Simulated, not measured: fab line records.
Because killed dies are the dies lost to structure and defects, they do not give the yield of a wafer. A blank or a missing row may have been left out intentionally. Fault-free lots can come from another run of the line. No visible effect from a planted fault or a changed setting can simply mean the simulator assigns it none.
Split-lot trial || flow n5Finfet || 21 wafers read from 7 lots, route of 1938 steps

ABOUT THE SPLIT
At N5_BEOL_M5_ETCH_41 (etches SiCN in CH3F/O2, target depth 31.5 nm, time 56.7 s), the setting sourceW was moved away from the recipe's 395 W on 5 of the 21 wafers read, by -8.0% to +12.6%. For the rest of the wafers, this setting stayed at what the recipe calls for.

The reading is taken at the split's own step.

THE READING
rfVppV, in V, at N5_BEOL_M5_ETCH_41 (etches SiCN in CH3F/O2, target depth 31.5 nm, time 56.7 s). Fault-free wafers of this fab line usually give 297.6 V, standard deviation 1.6 V.

{"wafer": "L076.1", "tool, chamber at the split": "rieDiel-02, 2", "sourceW as run, W": 395, "against the recipe": "recipe", "rfVppV, V": 297.5, "against lot-mates on the recipe": "-"}
{"wafer": "L076.4", "tool, chamber at the split": "rieDiel-02, 3", "sourceW as run, W": 395, "against the recipe": "recipe", "rfVppV, V": 299.2, "against lot-mates on the recipe": "-"}
{"wafer": "L076.6", "tool, chamber at the split": "rieDiel-02, 3", "sourceW as run, W": 395, "against the recipe": "recipe", "rfVppV, V": 299.6, "against lot-mates on the recipe": "-"}
{"wafer": "L079.1", "tool, chamber at the split": "rieDiel-06, 0", "sourceW as run, W": 395, "against the recipe": "recipe", "rfVppV, V": 298.7, "against lot-mates on the recipe": "-"}
{"wafer": "L079.3", "tool, chamber at the split": "rieDiel-06, 1", "sourceW as run, W": 367.3, "against the recipe": "-7.0%", "rfVppV, V": 302.8, "against lot-mates on the recipe": "+4.1"}
{"wafer": "L079.6", "tool, chamber at the split": "rieDiel-06, 0", "sourceW as run, W": 367.3, "against the recipe": "-7.0%", "rfVppV, V": 306.0, "against lot-mates on the recipe": "+7.3"}
{"wafer": "L080.1", "tool, chamber at the split": "rieDiel-02, 1", "sourceW as run, W": 395, "against the recipe": "recipe", "rfVppV, V": 295.1, "against lot-mates on the recipe": "-"}
{"wafer": "L080.3", "tool, chamber at the split": "rieDiel-02, 3", "sourceW as run, W": 444.9, "against the recipe": "+12.6%", "rfVppV, V": 287.4, "against lot-mates on the recipe": -8.5}
{"wafer": "L080.4", "tool, chamber at the split": "rieDiel-02, 2", "sourceW as run, W": 395, "against the recipe": "recipe", "rfVppV, V": 296.6, "against lot-mates on the recipe": "-"}
{"wafer": "L082.2", "tool, chamber at the split": "rieDiel-06, 3", "sourceW as run, W": 395, "against the recipe": "recipe", "rfVppV, V": 293.9, "against lot-mates on the recipe": "-"}
{"wafer": "L082.3", "tool, chamber at the split": "rieDiel-06, 2", "sourceW as run, W": 395, "against the recipe": "recipe", "rfVppV, V": 298.8, "against lot-mates on the recipe": "-"}
{"wafer": "L082.5", "tool, chamber at the split": "rieDiel-06, 3", "sourceW as run, W": 395, "against the recipe": "recipe", "rfVppV, V": 293.9, "against lot-mates on the recipe": "-"}
{"wafer": "L086.2", "tool, chamber at the split": "rieDiel-02, 0", "sourceW as run, W": 395, "against the recipe": "recipe", "rfVppV, V": 296.7, "against lot-mates on the recipe": "-"}
{"wafer": "L086.3", "tool, chamber at the split": "rieDiel-02, 1", "sourceW as run, W": 395, "against the recipe": "recipe", "rfVppV, V": 295.1, "against lot-mates on the recipe": "-"}
{"wafer": "L086.5", "tool, chamber at the split": "rieDiel-02, 1", "sourceW as run, W": 395, "against the recipe": "recipe", "rfVppV, V": 295.3, "against lot-mates on the recipe": "-"}
{"wafer": "L089.2", "tool, chamber at the split": "rieDiel-05, 1", "sourceW as run, W": 395, "against the recipe": "recipe", "rfVppV, V": 298.0, "against lot-mates on the recipe": "-"}
{"wafer": "L089.4", "tool, chamber at the split": "rieDiel-05, 3", "sourceW as run, W": 395, "against the recipe": "recipe", "rfVppV, V": 298.2, "against lot-mates on the recipe": "-"}
{"wafer": "L089.6", "tool, chamber at the split": "rieDiel-05, 2", "sourceW as run, W": 395, "against the recipe": "recipe", "rfVppV, V": 298.6, "against lot-mates on the recipe": "-"}
{"wafer": "L090.1", "tool, chamber at the split": "rieDiel-06, 2", "sourceW as run, W": 363.4, "against the recipe": "-8.0%", "rfVppV, V": 308.6, "against lot-mates on the recipe": "+12.4"}
{"wafer": "L090.5", "tool, chamber at the split": "rieDiel-06, 1", "sourceW as run, W": 363.4, "against the recipe": "-8.0%", "rfVppV, V": 305.7, "against lot-mates on the recipe": "+9.5"}
{"wafer": "L090.6", "tool, chamber at the split": "rieDiel-06, 0", "sourceW as run, W": 395, "against the recipe": "recipe", "rfVppV, V": 296.2, "against lot-mates on the recipe": "-"}

THE FIT
A straight line over all 21 wafers: rfVppV changes by -0.987 V for each +1% of sourceW; r = -0.91; the points scatter about the line by 2 V.
The same after taking each lot's own level away (the mean of its wafers on the recipe; 21 wafers): -0.919 V for each +1%; r = -0.91; scatter 1.8 V.
Per that fit: largest sourceW move, reading shift of 12 V.
The lots' own levels span 295.53 to 298.77 V, that is 2.0 times the standard deviation above.
So the lot-to-lot level changes the slope little: the two slopes agree.
Check: for one of the wafers moved furthest among these (+12.6%), held out of the fit, the line's prediction against its lot-mates is -14.3 V. It came out at -8.45 V against them.
Tool readings at the split's step, against how far the setting was moved: rfVppV r = -0.91.

OTHER SPLITS ON THESE WAFERS
Before the reading, these wafers also passed through other splits. Each is held against what the fit with the lots' levels taken away leaves over:
{"other split on the same wafers": "N5_BEOL_M1_ETCH_64 sourceW", "wafers away from the commonest value": 10, "r with rfVppV (lot level and that fit taken away)": -0.04}
{"other split on the same wafers": "N5_BEOL_M1_COAT_22 spinRpm", "wafers away from the commonest value": 7, "r with rfVppV (lot level and that fit taken away)": "+0.26"}
{"other split on the same wafers": "N5_BEOL_M2_DESCUM_16 timeS", "wafers away from the commonest value": 7, "r with rfVppV (lot level and that fit taken away)": -0.36}
{"other split on the same wafers": "N5_BEOL_M2_ETCH_64 sourceW", "wafers away from the commonest value": 8, "r with rfVppV (lot level and that fit taken away)": -0.09}
{"other split on the same wafers": "N5_BEOL_M3_COAT_62 spinRpm", "wafers away from the commonest value": 3, "r with rfVppV (lot level and that fit taken away)": "+0.40"}
{"other split on the same wafers": "N5_BEOL_M3_COAT_76 spinRpm", "wafers away from the commonest value": 9, "r with rfVppV (lot level and that fit taken away)": "+0.21"}
{"other split on the same wafers": "N5_BEOL_M3_EXPOSE_25 doseMj", "wafers away from the commonest value": 6, "r with rfVppV (lot level and that fit taken away)": "+0.03"}
{"other split on the same wafers": "N5_BEOL_M4_COAT_05 spinRpm", "wafers away from the commonest value": 6, "r with rfVppV (lot level and that fit taken away)": -0.12}

THE FILE'S OWN FIT
rfVppV changes by -0.86 V for each +1% of sourceW, r = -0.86.
